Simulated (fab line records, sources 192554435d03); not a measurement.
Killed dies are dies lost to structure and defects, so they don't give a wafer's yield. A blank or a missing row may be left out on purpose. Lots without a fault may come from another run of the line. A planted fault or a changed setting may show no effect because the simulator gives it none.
fab line records | flow n5_finfet
record lots=7 wafers=21
route steps=1938 shown MOL_CONTACT_COAG@599 BEOL_M0_SAQP@663 BEOL_M1@758 BEOL_M3@963 BEOL_M4@1094 BEOL_M5@1160 BEOL_M6@1224
start_h: hours from the record's first day to the start of the lot's first wafer shown | wait_h: hours since the lot's step before | " the same as in the row above | L1.1+2: a row that stands for several wafers | - no value, or no start given | * or withheld: withheld | < > ~ a bound
route shown NAME@n: a module of which the file shows steps, and the number in the route of the first | usual: mean/standard deviation of fault-free wafers | same: alike in all rows | chamber/n: place in a boat | sites: the reading at each site | _std_site: their standard deviation | _edge_site: outer sites' mean less inner sites' | radius_mm: how far each site lies from the wafer's centre | mask NAME#n: copy n | behind: the tool/chamber that last shaped the wafer | hold: why the lot was held/for how many hours/how that ended | device: the transistor (n, p or np) that didn't switch | end of line: the same wafers' tests at the end of the route | a step without rows: its recipe alone | killed: dies lost to structure and defects at the first sort, not the wafer's yield | map: a wafer's dies, x killed, . not, _ none there
set.NAME: the setting as run; set.NAME@STEP: as run at that earlier step | model.NAME: the simulator's own value behind a step, which no gauge read
lots whose settings were changed on purpose; a table a step, a row a wafer
## steps
# step N5_MOL_CONTACT_COAG_EXPOSE_37
# recipe mask_id=VD na=0.33 source_shape=annular sigma_inner=0.3 sigma_outer=0.7 polarization=unpolarized defocus_nm=0 dose_mj=62
# columns lot.wafer tool chamber start_h wait_h mask set.dose_mj
L085.1+5+6 euv_scanner-01 0 167.70 - VD#0 62
L086.2+6 euv_scanner-02 0 171.60 - VD#0 66.42
L086.3 " 0 " " VD#0 62
L087.1+5 euv_scanner-02 0 185.99 - VD#0 60.62
L087.4 " 0 " " VD#0 62
L089.1+3 euv_scanner-01 0 191.02 - VD#0 64.39
L089.5 " 0 " " VD#0 62
L093.1 euv_scanner-01 0 214.27 - VD#0 62
L093.2+4 " 0 " " VD#0 63.53
L095.1+2+4 euv_scanner-01 0 231.91 - VD#0 62
L096.1+3 euv_scanner-01 0 232.63 - VD#0 58.39
L096.4 " 0 " " VD#0 62
# step N5_MOL_CONTACT_COAG_PEB_38
# recipe peb_temp_c=100 peb_time_s=60 resist=CAR-EUV
# step N5_MOL_CONTACT_COAG_DEVELOP_39
# recipe develop_time_s=30 developer=TMAH resist=CAR-EUV rinse_liquid=surfactant_rinse dry=air_spin dev_temp_c=23
# step N5_MOL_CONTACT_COAG_CD_MEAS_40
# recipe target_cd_nm=25.1 landing_energy_ev=500 detector=se_inlens polarity=opening
# usual cd_nm=25.06/0.23
# columns lot.wafer tool chamber start_h wait_h set.dose_mj@MOL_CONTACT_COAG_EXPOSE_37 cd_nm
L085.1 cd_sem-01 0 167.84 - 62 24.89
L085.5 " 0 " " 62 25.14
L085.6 " 0 " " 62 25.27
L086.2 cd_sem-03 0 171.73 - 66.42 26.28
L086.3 " 0 " " 62 25.06
L086.6 " 0 " " 66.42 26.56
L087.1 cd_sem-03 0 186.13 - 60.62 24.88
L087.4 " 0 " " 62 25.03
L087.5 " 0 " " 60.62 24.36
L089.1 cd_sem-03 0 191.16 - 64.39 25.54
L089.3 " 0 " " 64.39 25.54
L089.5 " 0 " " 62 24.80
L093.1 cd_sem-02 0 214.41 - 62 24.81
L093.2 " 0 " " 63.53 25.75
L093.4 " 0 " " 63.53 25.56
L095.1 cd_sem-01 0 232.05 - 62 25.08
L095.2 " 0 " " 62 25.39
L095.4 " 0 " " 62 25.16
L096.1 cd_sem-03 0 232.78 - 58.39 23.64
L096.3 " 0 " " 58.39 23.76
L096.4 " 0 " " 62 25.21
# step N5_MOL_CONTACT_COAG_ALD_133
# recipe material=SiO2 target_thk_a=50 temp_c=100 ald_precursor_family=BDEAS ald_co_reactant=O2-plasma pulse_time_s=1 co_reactant_pulse_time_s=1 purge_time_s=2 co_reactant_purge_time_s=2 ald_cycles=35 pressure_torr=2
# columns lot.wafer tool chamber start_h wait_h set.ald_cycles model.SiO2_of_MOL_CONTACT_COAG_ALD_133.thk_nm
L085.1+5 ald_sin-01 3,1 168.15 0.1 35 5
L085.6 " 2 " " 37 5.4
L086.2+3+6 ald_sin-02 2,1,1 171.99 0.1 35 5
L087.1 ald_sin-04 3 186.50 0.2 35 5
L087.4+5 " 0,1 " " 32 4.6
L089.1+3+5 ald_sin-02 0,2,3 191.42 0.1 35 5
L093.1+2+4 ald_sin-04 3,1,0 214.67 0.1 35 5
L095.1+2+4 ald_sin-01 2,3,1 232.37 0.1 35 5
L096.1+3 ald_sin-01 3,0 233.03 0.1 35 5
L096.4 " 2 " " 30 4.2
# step N5_BEOL_M0_SAQP_SPACER1_ALD_98
# recipe material=SiO2 target_thk_a=128 temp_c=300 ald_precursor_family=BDEAS ald_co_reactant=O2-plasma pulse_time_s=1 purge_time_s=2 co_reactant_purge_time_s=2 ald_cycles=138 pressure_torr=2
# columns lot.wafer tool chamber start_h wait_h set.ald_cycles model.SiO2_of_BEOL_M0_SAQP_SPACER1_ALD_98.thk_nm
L085.1+5+6 ald_sin-03 1,1,2 178.45 0.3 138 12.8
L086.2+6 ald_sin-01 2,1 178.81 0.3 138 12.8
L086.3 " 3 " " 138 12.6
L087.1+5 ald_sin-03 1,0 194.19 0.3 138 12.8
L087.4 " 0 " " 131 12.2
L089.1 ald_sin-01 0 202.10 0.6 129 12
L089.3+5 " 2 " " 138 12.8
L093.1 ald_sin-03 0 223.31 1.3 138 13
L093.2 " 3 " " 149 13.8
L093.4 " 1 " " 138 12.8
L095.1+2+4 ald_sin-02 2,0,1 241.00 0.8 138 12.8
L096.1+3 ald_sin-01 2,3 243.80 0.3 138 12.6
L096.4 " 0 " " 138 12.8
# step N5_BEOL_M0_SAQP_SPACER1_ETCHBACK_99
# recipe chemistry=CHF3/O2 mode=anisotropic_etchback target=SiO2 target_depth_a=154 time_s=7.7 pressure_mtorr=30 source_w=650 bias_w=170 Ar_flow_sccm=200 CHF3_flow_sccm=50 O2_flow_sccm=5 ion_energy_ev=200
# step N5_BEOL_M0_SAQP_MANDREL1_REMOVE_100
# recipe chemistry=HBr/Cl2/O2 bt_time_s=10 target=a-Si stop_on=SiNx endpoint=OES-SiCl over_etch_frac=0.85 icp_w=600 bias_w=30 HBr_flow_sccm=150 Cl2_flow_sccm=80 O2_flow_sccm=5 pressure_mtorr=10
# columns lot.wafer tool chamber start_h wait_h set.ald_cycles@BEOL_M0_SAQP_SPACER1_ALD_98 model.BEOL_M0_SAQP.cd_nm model.SiO2_of_BEOL_M0_SAQP_SPACER1_ALD_98.thk_nm
L085.1 rie_si-04 1 179.01 0.1 138 12.6 7.4
L085.5 " 2 " " 138 13 7.4
L085.6 " 1 " " 138 12.8 7.4
L086.2+3+6 rie_si-04 0,2,3 179.37 0.1 138 12.8 7.4
L087.1 rie_si-04 0 194.75 0.1 138 13 7.4
L087.4 " 1 " " 131 12.2 6.8
L087.5 " 2 " " 138 13 7.6
L089.1 rie_si-04 2 202.67 0.1 129 12.2 6.8
L089.3 " 0 " " 138 13 7.4
L089.5 " 3 " " 138 12.8 7.4
L093.1 rie_si-04 1 223.87 0.1 138 12.8 7.6
L093.2 " 0 " " 149 13.8 8.4
L093.4 " 3 " " 138 13 7.4
L095.1+2+4 rie_si-06 0,3,2 241.56 0.1 138 12.8 7.4
L096.1+3 rie_si-06 2,0 244.36 0.1 138 12.6 7.2
L096.4 " 1 " " 138 12.6 7.4
# step N5_BEOL_M1_COAT_05
# recipe resist=CAR-EUV spin_rpm=1500 resist_thk_nm=30
# columns lot.wafer tool chamber start_h wait_h set.spin_rpm model.CAR-EUV_of_BEOL_M1_COAT_05.thk_nm
L086.2+3 litho_track-02 0 - - 1500 30
L086.6 " 0 " " 1563 29.4
L085.1 litho_track-02 0 - - 1500 30
L085.5+6 " 0 " " 1649 28.6
L087.1 litho_track-01 0 - - 1500 30
L087.4 " 0 " " 1399 31
L087.5 " 0 " " 1500 29.8
L089.1+3+5 litho_track-04 0 - - 1500 30
L093.1 litho_track-01 0 - - 1500 30
L093.2+4 " 0 " " 1644 28.6
L095.1+2+4 litho_track-04 0 - - 1500 30
L096.1+3 litho_track-04 0 - - 1500 30.2
L096.4 " 0 " " 1500 30
# step N5_BEOL_M1_EBR_07
# recipe solvent=PGMEA ebr_width_mm=1.5
# step N5_BEOL_M1_SOFTBAKE_06
# recipe temp_c=110 time_s=60 resist=CAR-EUV
# step N5_BEOL_M1_DESCUM_16
# recipe chemistry=O2 time_s=7 source_power_w=50 bias_power_w=20 pressure_mtorr=20 rf_frequency_hz=2.712e+07 temp_c=40 resist=CAR-EUV o2_flow_sccm=225
# columns lot.wafer tool chamber start_h wait_h set.spin_rpm@BEOL_M1_COAT_05 model.CAR-EUV_of_BEOL_M1_COAT_05.thk_nm
L086.2 rie_diel-02 0 193.45 0.1 1500 26
L086.3 " 1 " " 1500 26.2
L086.6 " 1 " " 1563 25.6
L085.1 rie_diel-03 2 194.03 0.1 1500 26
L085.5+6 " 0,1 " " 1649 24.6
L087.1+5 rie_diel-02 2,0 207.65 0.1 1500 26
L087.4 " 0 " " 1399 27.2
L089.1+3 rie_diel-03 3,2 213.31 0.0 1500 26.2
L089.5 " 1 " " 1500 26
L093.1 rie_diel-05 2 238.45 0.0 1500 26
L093.2 " 1 " " 1644 24.6
L093.4 " 3 " " 1644 24.8
L095.1+4 rie_diel-02 1,3 256.11 0.0 1500 26
L095.2 " 2 " " 1500 26.2
L096.1+3+4 rie_diel-05 3,1,0 257.25 0.0 1500 26.2
# step N5_BEOL_M1_ETCH_64
# recipe chemistry=N2/H2 target=SOC target_depth_a=750 overetch_a=150 mask_material=SiARC temp_c=40 time_s=112.5 ion_energy_ev=200 pressure_mtorr=30 source_w=840 bias_w=150 n2_flow_sccm=200 h2_flow_sccm=200
# usual rf_vpp_V=524.5/2.2
# columns lot.wafer tool chamber start_h wait_h set.source_w rf_vpp_V
L086.2 rie_diel-02 0 193.53 0.0 840 526.6
L086.3 " 1 " " 840 524.6
L086.6 " 1 " " 840 523.5
L085.1 rie_diel-03 2 194.11 0.0 987.2 499.0
L085.5 " 0 " " 840 522.9
L085.6 " 1 " " 987.2 494.3
L087.1 rie_diel-02 2 207.73 0.0 949.3 499.6
L087.4 " 0 " " 949.3 504.9
L087.5 " 0 " " 840 525.8
L089.1 rie_diel-03 3 213.39 0.0 840 527.5
L089.3 " 2 " " 718.5 552.5
L089.5 " 1 " " 840 523.2
L093.1 rie_diel-05 2 238.53 0.0 840 523.5
L093.2 " 1 " " 840 524.9
L093.4 " 3 " " 840 526.2
L095.1 rie_diel-02 1 256.19 0.0 840 523.8
L095.2 " 2 " " 840 529.9
L095.4 " 3 " " 840 526.8
L096.1 rie_diel-05 3 257.33 0.0 915.9 511.4
L096.3 " 1 " " 840 525.5
L096.4 " 0 " " 915.9 505.8
# step N5_BEOL_M3_EXPOSE_25
# recipe mask_id=V2 na=0.33 source_shape=quasar sigma_inner=0.2 sigma_outer=0.8 polarization=unpolarized defocus_nm=5 dose_mj=63
# columns lot.wafer tool chamber start_h wait_h mask set.dose_mj
L086.2 euv_scanner-01 0 222.18 - V2#0 58.72
L086.3+6 " 0 " " V2#0 63
L085.1+5+6 euv_scanner-01 0 225.00 - V2#0 63
L087.1+4 euv_scanner-02 0 238.83 - V2#0 63
L087.5 " 0 " " V2#0 65.06
L089.1 euv_scanner-01 0 240.17 - V2#0 64.47
L089.3+5 " 0 " " V2#0 63
L093.1+2+4 euv_scanner-02 0 267.67 - V2#0 63
L095.1+2+4 euv_scanner-01 0 289.33 - V2#0 63
L096.1+4 euv_scanner-02 0 294.84 - V2#0 63
L096.3 " 0 " " V2#0 67.72
# step N5_BEOL_M3_PEB_26
# recipe peb_temp_c=100 peb_time_s=60 resist=CAR-EUV
# step N5_BEOL_M3_DEVELOP_27
# recipe develop_time_s=30 developer=TMAH resist=CAR-EUV rinse_liquid=surfactant_rinse dry=air_spin dev_temp_c=23
# step N5_BEOL_M3_CD_MEAS_28
# recipe target_cd_nm=25.7 landing_energy_ev=500 detector=se_inlens target_cd_y_nm=23.3 polarity=opening
# usual cd_nm=25.84/0.24
# columns lot.wafer tool chamber start_h wait_h set.dose_mj@BEOL_M3_EXPOSE_25 cd_nm
L086.2 cd_sem-03 0 222.32 - 58.72 24.96
L086.3 " 0 " " 63 26.21
L086.6 " 0 " " 63 25.88
L085.1 cd_sem-02 0 225.14 - 63 25.84
L085.5 " 0 " " 63 26.13
L085.6 " 0 " " 63 26.49
L087.1 cd_sem-01 0 238.97 - 63 25.73
L087.4 " 0 " " 63 25.72
L087.5 " 0 " " 65.06 26.31
L089.1 cd_sem-02 0 240.32 - 64.47 26.21
L089.3 " 0 " " 63 25.40
L089.5 " 0 " " 63 25.76
L093.1 cd_sem-02 0 267.82 - 63 25.72
L093.2 " 0 " " 63 25.88
L093.4 " 0 " " 63 25.43
L095.1 cd_sem-01 0 289.48 - 63 25.89
L095.2 " 0 " " 63 25.93
L095.4 " 0 " " 63 26.21
L096.1 cd_sem-03 0 294.99 - 63 26.08
L096.3 " 0 " " 67.72 27.51
L096.4 " 0 " " 63 26.20
# step N5_BEOL_M4_SPUTTER_90
# recipe material=Cu target_thk_a=45 temp_c=-20 chamber_pressure_pa=0.07 power_w=withheld time_s=8.29
# columns lot.wafer tool chamber start_h wait_h set.time_s model.Cu_of_BEOL_M4_SPUTTER_90.thk_nm
L086.2+6 pvd_sputter-02 - 247.60 0.1 8.29 4.4
L086.3 " - " " 8.29 4.6
L085.1 pvd_sputter-03 - 249.29 0.1 7.426 4
L085.5+6 " - " " 8.29 4.6
L087.1 pvd_sputter-01 - 261.08 0.1 8.29 4.4
L087.4 " - " " 7.5 4
L087.5 " - " " 7.5 -
L089.1 pvd_sputter-01 - 273.40 0.1 7.322 -
L089.3 " - " " 8.29 4.6
L089.5 " - " " 7.322 4
L093.1+4 pvd_sputter-03 - 291.15 0.1 8.29 4.6
L093.2 " - " " 7.609 -
L095.1+2 pvd_sputter-02 - 314.61 0.1 8.29 4.6
L095.4 " - " " 8.29 4.4
L096.1+3 pvd_sputter-02 - 317.23 0.1 8.84 -
L096.4 " - " " 8.29 4.6
# step N5_BEOL_M5_TRENCH_ETCH_37
# recipe chemistry=C4F6/O2 target_depth_a=716.52 target=SiCOH_lowk time_s=24.7 ion_energy_ev=250 pressure_mtorr=30 source_w=345 bias_w=185 Ar_flow_sccm=300 C4F6_flow_sccm=10 O2_flow_sccm=10
# usual rf_vpp_V=674/9.2
# columns lot.wafer tool chamber start_h wait_h set.source_w rf_vpp_V
L086.2 rie_diel-02 3 - - 345 669
L086.3 " 0 " " 345 672
L086.6 " 1 " " 365.8 655
L085.1 rie_diel-05 3 - - 345 671
L085.5 " 0 " " 314.4 712
L085.6 " 1 " " 345 693
L087.1 rie_diel-05 1 - - 314.8 727
L087.4 " 3 " " 314.8 705
L087.5 " 2 " " 345 666
L089.1 rie_diel-05 2 - - 345 666
L089.3 " 0 " " 402.9 630
L089.5 " 2 " " 402.9 616
L093.1 rie_diel-03 0 - - 345 664
L093.2 " 3 " " 345 682
L093.4 " 0 " " 345 665
L095.1 rie_diel-02 0 - - 345 671
L095.2 " 1 " " 345 673
L095.4 " 3 " " 345 668
L096.1 rie_diel-02 2 - - 345 667
L096.3 " 3 " " 345 668
L096.4 " 3 " " 382.3 634
# step N5_BEOL_M5_ETCH_41
# recipe chemistry=CH3F/O2 target=SiCN target_depth_a=315 taper_deg=2 time_s=56.7 ion_energy_ev=120 mask_material=TiN pressure_mtorr=30 source_w=395 bias_w=75 Ar_flow_sccm=150 CH3F_flow_sccm=30 O2_flow_sccm=20
# usual rf_vpp_V=297.8/1.4
# columns lot.wafer tool chamber start_h wait_h set.source_w rf_vpp_V
L086.2 rie_diel-02 3 - - 372.5 304.0
L086.3 " 0 " " 372.5 304.6
L086.6 " 1 " " 372.5 304.9
L085.1 rie_diel-05 3 - - 395 299.0
L085.5 " 0 " " 395 295.6
L085.6 " 1 " " 395 299.8
L087.1 rie_diel-05 1 - - 395 297.6
L087.4 " 3 " " 353.8 309.6
L087.5 " 2 " " 353.8 308.6
L089.1 rie_diel-05 2 - - 324 317.3
L089.3 " 0 " " 395 295.4
L089.5 " 2 " " 395 296.5
L093.1 rie_diel-03 0 - - 395 297.0
L093.2 " 3 " " 395 297.9
L093.4 " 0 " " 395 297.3
L095.1 rie_diel-02 0 - - 395 298.4
L095.2 " 1 " " 395 298.8
L095.4 " 3 " " 395 297.8
L096.1 rie_diel-02 2 - - 395 298.4
L096.3 " 3 " " 395 298.9
L096.4 " 3 " " 395 297.5
# step N5_BEOL_M6_EXPOSE_25
# recipe mask_id=V5 na=0.33 source_shape=annular sigma_inner=0.4 sigma_outer=0.8 polarization=unpolarized target_cd_nm=40 dose_mj=45
# columns lot.wafer tool chamber start_h wait_h mask set.dose_mj
L086.2 euv_scanner-02 0 264.51 - V5#0 45
L086.3+6 " 0 " " V5#0 46.32
L085.1+5+6 euv_scanner-02 0 268.03 - V5#0 45
L087.1+4+5 euv_scanner-01 0 279.74 - V5#0 45
L089.1 euv_scanner-01 0 291.50 - V5#0 48.09
L089.3+5 " 0 " " V5#0 45
L093.1+2 euv_scanner-02 0 311.04 - V5#0 41.9
L093.4 " 0 " " V5#0 45
L095.1+2+4 euv_scanner-02 0 332.75 - V5#0 45
L096.1 euv_scanner-02 0 339.53 - V5#0 41.77
L096.3+4 " 0 " " V5#0 45
# step N5_BEOL_M6_PEB_26
# recipe peb_temp_c=100 peb_time_s=60 resist=CAR-EUV
# step N5_BEOL_M6_DEVELOP_27
# recipe develop_time_s=30 developer=TMAH resist=CAR-EUV rinse_liquid=surfactant_rinse dry=air_spin dev_temp_c=23
# step N5_BEOL_M6_CD_MEAS_28
# recipe target_cd_nm=40 landing_energy_ev=500 detector=se_inlens
# usual cd_nm=40.06/0.25
# columns lot.wafer tool chamber start_h wait_h set.dose_mj@BEOL_M6_EXPOSE_25 cd_nm
L086.2 cd_sem-03 0 264.63 - 45 39.57
L086.3 " 0 " " 46.32 40.46
L086.6 " 0 " " 46.32 40.19
L085.1 cd_sem-03 0 268.17 - 45 40.53
L085.5 " 0 " " 45 40.52
L085.6 " 0 " " 45 40.29
L087.1 cd_sem-02 0 279.88 - 45 40.21
L087.4 " 0 " " 45 39.71
L087.5 " 0 " " 45 39.96
L089.1 cd_sem-03 0 291.63 - 48.09 42.14
L089.3 " 0 " " 45 40.13
L089.5 " 0 " " 45 40.16
L093.1 cd_sem-03 0 311.18 - 41.9 38.06
L093.2 " 0 " " 41.9 38.12
L093.4 " 0 " " 45 40.35
L095.1 cd_sem-01 0 332.89 - 45 40.14
L095.2 " 0 " " 45 40.13
L095.4 " 0 " " 45 39.82
L096.1 cd_sem-03 0 339.66 - 41.77 38.12
L096.3 " 0 " " 45 39.77
L096.4 " 0 " " 45 39.87
# step N5_BEOL_M6_DESCUM_33
# recipe chemistry=O2 time_s=7 source_power_w=50 bias_power_w=20 pressure_mtorr=20 rf_frequency_hz=2.712e+07 temp_c=40 resist=CAR-EUV o2_flow_sccm=225
# columns lot.wafer tool chamber start_h wait_h set.dose_mj@BEOL_M6_EXPOSE_25 model.BEOL_M6.cd_nm
L086.2 rie_diel-06 3 264.76 0.0 45 39.8
L086.3+6 " 1,3 " " 46.32 40.6
L085.1 rie_diel-04 3 268.29 0.0 45 40.4
L085.5 " 2 " " 45 40.2
L085.6 " 1 " " 45 40.6
L087.1 rie_diel-06 0 280.00 0.0 45 40
L087.4+5 " 3,2 " " 45 39.8
L089.1 rie_diel-01 1 291.76 0.0 48.09 41.8
L089.3+5 " 2,0 " " 45 40.2
L093.1 rie_diel-04 3 311.30 0.0 41.9 38.2
L093.2 " 2 " " 41.9 38
L093.4 " 0 " " 45 40
L095.1+4 rie_diel-01 0,1 333.21 0.2 45 40
L095.2 " 3 " " 45 40.2
L096.1 rie_diel-01 1 340.05 0.3 41.77 38.2
L096.3+4 " 0,3 " " 45 40
# step N5_BEOL_M6_ETCH_72
# recipe chemistry=N2/H2 target=underlayer target_depth_a=65 mask_material=CAR-EUV time_s=5.2 ion_energy_ev=200 pressure_mtorr=30 source_w=840 bias_w=150 n2_flow_sccm=200 h2_flow_sccm=200 ends=cleared
# columns lot.wafer tool chamber start_h wait_h set.dose_mj@BEOL_M6_EXPOSE_25 model.BEOL_M6.cd_nm
L086.2 rie_diel-06 3 264.79 0.0 45 39.8
L086.3 " 1 " " 46.32 40.4
L086.6 " 3 " " 46.32 40.6
L085.1+5 rie_diel-04 3,2 268.33 0.0 45 40.2
L085.6 " 1 " " 45 40.4
L087.1+5 rie_diel-06 0,2 280.04 0.0 45 40
L087.4 " 3 " " 45 39.8
L089.1 rie_diel-01 1 291.79 0.0 48.09 41.8
L089.3 " 2 " " 45 40.4
L089.5 " 0 " " 45 40
L093.1+2 rie_diel-04 3,2 311.33 0.0 41.9 38
L093.4 " 0 " " 45 39.8
L095.1 rie_diel-01 0 333.25 0.0 45 39.8
L095.2 " 3 " " 45 40.2
L095.4 " 1 " " 45 40
L096.1 rie_diel-01 1 340.08 0.0 41.77 38.2
L096.3 " 0 " " 45 39.8
L096.4 " 3 " " 45 40
## key
split step=N5_MOL_CONTACT_COAG_EXPOSE_37 setting=dose_mj stated=62 by=wafer
response step=N5_MOL_CONTACT_COAG_CD_MEAS_40 reading=cd_nm change=+0.22 per=1% r=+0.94
split step=N5_MOL_CONTACT_COAG_ALD_133 setting=ald_cycles stated=35 by=wafer
response step=N5_MOL_CONTACT_COAG_ALD_133 reading=model.SiO2_of_MOL_CONTACT_COAG_ALD_133.thk_nm change=+0.0553 per=1% r=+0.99
split step=N5_BEOL_M0_SAQP_SPACER1_ALD_98 setting=ald_cycles stated=138 by=wafer
response step=N5_BEOL_M0_SAQP_SPACER1_ALD_98 reading=model.SiO2_of_BEOL_M0_SAQP_SPACER1_ALD_98.thk_nm change=+0.117 per=1% r=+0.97
response step=N5_BEOL_M0_SAQP_MANDREL1_REMOVE_100 reading=model.BEOL_M0_SAQP.cd_nm change=+0.12 per=1% r=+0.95
response step=N5_BEOL_M0_SAQP_MANDREL1_REMOVE_100 reading=model.SiO2_of_BEOL_M0_SAQP_SPACER1_ALD_98.thk_nm change=+0.111 per=1% r=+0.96
split step=N5_BEOL_M1_COAT_05 setting=spin_rpm stated=1500 by=wafer
response step=N5_BEOL_M1_COAT_05 reading=model.CAR-EUV_of_BEOL_M1_COAT_05.thk_nm change=-0.147 per=1% r=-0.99
response step=N5_BEOL_M1_DESCUM_16 reading=model.CAR-EUV_of_BEOL_M1_COAT_05.thk_nm change=-0.144 per=1% r=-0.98
split step=N5_BEOL_M1_ETCH_64 setting=source_w stated=840 by=wafer
response step=N5_BEOL_M1_ETCH_64 reading=rf_vpp_V change=-1.71 per=1% r=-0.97
split step=N5_BEOL_M3_EXPOSE_25 setting=dose_mj stated=63 by=wafer
response step=N5_BEOL_M3_CD_MEAS_28 reading=cd_nm change=+0.178 per=1% r=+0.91
split step=N5_BEOL_M4_SPUTTER_90 setting=time_s stated=8.29 by=wafer
response step=N5_BEOL_M4_SPUTTER_90 reading=model.Cu_of_BEOL_M4_SPUTTER_90.thk_nm change=+0.0515 per=1% r=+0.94
split step=N5_BEOL_M5_TRENCH_ETCH_37 setting=source_w stated=345 by=wafer
response step=N5_BEOL_M5_TRENCH_ETCH_37 reading=rf_vpp_V change=-3.2 per=1% r=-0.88
split step=N5_BEOL_M5_ETCH_41 setting=source_w stated=395 by=wafer
response step=N5_BEOL_M5_ETCH_41 reading=rf_vpp_V change=-1.16 per=1% r=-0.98
split step=N5_BEOL_M6_EXPOSE_25 setting=dose_mj stated=45 by=wafer
response step=N5_BEOL_M6_CD_MEAS_28 reading=cd_nm change=+0.282 per=1% r=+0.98
response step=N5_BEOL_M6_DESCUM_33 reading=model.BEOL_M6.cd_nm change=+0.254 per=1% r=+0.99
response step=N5_BEOL_M6_ETCH_72 reading=model.BEOL_M6.cd_nm change=+0.243 per=1% r=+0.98
